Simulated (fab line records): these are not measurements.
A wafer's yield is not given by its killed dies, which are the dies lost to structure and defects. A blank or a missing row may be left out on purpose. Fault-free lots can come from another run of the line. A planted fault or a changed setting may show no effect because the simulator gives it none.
Matching of chambers :: flow nand_harc :: NHARC_A_STAIRCASE_TRIM_187 on rie_diel-09: 4 sister chambers
The step chemistry O2, time 211.2 s. 14 wafers are shown with their chamber, then 7 later ones without.

## EACH WAFER AND ITS CHAMBER
wafer: L077.4
chamber: 0
showerhead_plenum_p_Torr (Torr): 3.48
drypump_motor_current_A (A): 5.2
chamber_pressure_mTorr (mTorr): 60.01

wafer: L077.5
chamber: 1
showerhead_plenum_p_Torr (Torr): 3.67
drypump_motor_current_A (A): 5.4
chamber_pressure_mTorr (mTorr): 60.10

wafer: L077.6
chamber: 2
showerhead_plenum_p_Torr (Torr): 3.41
drypump_motor_current_A (A): 5.6
chamber_pressure_mTorr (mTorr): 60.05

wafer: L076.1
chamber: 3
showerhead_plenum_p_Torr (Torr): 3.67
drypump_motor_current_A (A): 5.4
chamber_pressure_mTorr (mTorr): 60.00

wafer: L076.4
chamber: 0
showerhead_plenum_p_Torr (Torr): 3.48
drypump_motor_current_A (A): 5.3
chamber_pressure_mTorr (mTorr): 60.03

wafer: L076.5
chamber: 3
showerhead_plenum_p_Torr (Torr): 3.67
drypump_motor_current_A (A): 5.4
chamber_pressure_mTorr (mTorr): 60.00

wafer: L085.1
chamber: 3
showerhead_plenum_p_Torr (Torr): 3.65
drypump_motor_current_A (A): 5.3
chamber_pressure_mTorr (mTorr): 60.03

wafer: L085.3
chamber: 2
showerhead_plenum_p_Torr (Torr): 3.40
drypump_motor_current_A (A): 5.6
chamber_pressure_mTorr (mTorr): 59.93

wafer: L085.4
chamber: 0
showerhead_plenum_p_Torr (Torr): 3.46
drypump_motor_current_A (A): 5.2
chamber_pressure_mTorr (mTorr): 59.99

wafer: L084.1
chamber: 3
showerhead_plenum_p_Torr (Torr): 3.65
drypump_motor_current_A (A): 5.3
chamber_pressure_mTorr (mTorr): 59.90

wafer: L084.5
chamber: 1
showerhead_plenum_p_Torr (Torr): 3.66
drypump_motor_current_A (A): 5.4
chamber_pressure_mTorr (mTorr): 60.07

wafer: L084.6
chamber: 2
showerhead_plenum_p_Torr (Torr): 3.40
drypump_motor_current_A (A): 5.6
chamber_pressure_mTorr (mTorr): 59.98

wafer: L090.1
chamber: 1
showerhead_plenum_p_Torr (Torr): 3.65
drypump_motor_current_A (A): 5.4
chamber_pressure_mTorr (mTorr): 60.12

wafer: L090.4
chamber: 0
showerhead_plenum_p_Torr (Torr): 3.46
drypump_motor_current_A (A): 5.2
chamber_pressure_mTorr (mTorr): 59.97

SIGNATURES (means of the wafers above)
reading: showerhead_plenum_p_Torr
chamber 0: 3.4700
chamber 1: 3.6600
chamber 2: 3.4033
chamber 3: 3.6600
scatter within a chamber: 0.0103

reading: drypump_motor_current_A
chamber 0: 5.225
chamber 1: 5.400
chamber 2: 5.600
chamber 3: 5.350
scatter within a chamber: 0.0418

reading: chamber_pressure_mTorr
chamber 0: 60.0000
chamber 1: 60.0967
chamber 2: 59.9867
chamber 3: 59.9825
scatter within a chamber: 0.045
Rule: a wafer's distance from a chamber is the root of the sum, over the readings, of the square of ((its reading less the chamber's mean) divided by the reading's scatter). If the next closest chamber is less than 2 further off than the closest, the wafer can't be placed; otherwise it belongs to the closest. How the scatter is found: for the shown wafers, subtract from each reading the mean of its chamber, square and add these, divide the total by (wafers less chambers), then take the root.

## WAFERS WITHOUT THEIR CHAMBER
wafer: L090.6
showerhead_plenum_p_Torr (Torr): 3.65
drypump_motor_current_A (A): 5.4
chamber_pressure_mTorr (mTorr): 59.99

wafer: L093.1
showerhead_plenum_p_Torr (Torr): 3.45
drypump_motor_current_A (A): 5.2
chamber_pressure_mTorr (mTorr): 59.99

wafer: L093.2
showerhead_plenum_p_Torr (Torr): 3.64
drypump_motor_current_A (A): 5.3
chamber_pressure_mTorr (mTorr): 59.90

wafer: L093.5
showerhead_plenum_p_Torr (Torr): 3.45
drypump_motor_current_A (A): 5.2
chamber_pressure_mTorr (mTorr): 59.82

wafer: L097.2
showerhead_plenum_p_Torr (Torr): 3.39
drypump_motor_current_A (A): 5.6
chamber_pressure_mTorr (mTorr): 59.97

wafer: L097.4
showerhead_plenum_p_Torr (Torr): 3.44
drypump_motor_current_A (A): 5.2
chamber_pressure_mTorr (mTorr): 59.93

wafer: L097.6
showerhead_plenum_p_Torr (Torr): 3.64
drypump_motor_current_A (A): 5.4
chamber_pressure_mTorr (mTorr): 59.93

## CHAMBER TAKEN BY EACH
wafer: L090.6
from the rows above: can't be placed: 3 or 1
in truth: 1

wafer: L093.1
from the rows above: 0
in truth: 0

wafer: L093.2
from the rows above: 3
in truth: 3

wafer: L093.5
from the rows above: 0
in truth: 0

wafer: L097.2
from the rows above: 2
in truth: 2

wafer: L097.4
from the rows above: 0
in truth: 0

wafer: L097.6
from the rows above: can't be placed: 3 or 1
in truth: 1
Correct placement for 5 of the 7. These rows do not allow placing 2 (true chamber among the candidates in 2). Number placed wrongly: 0.
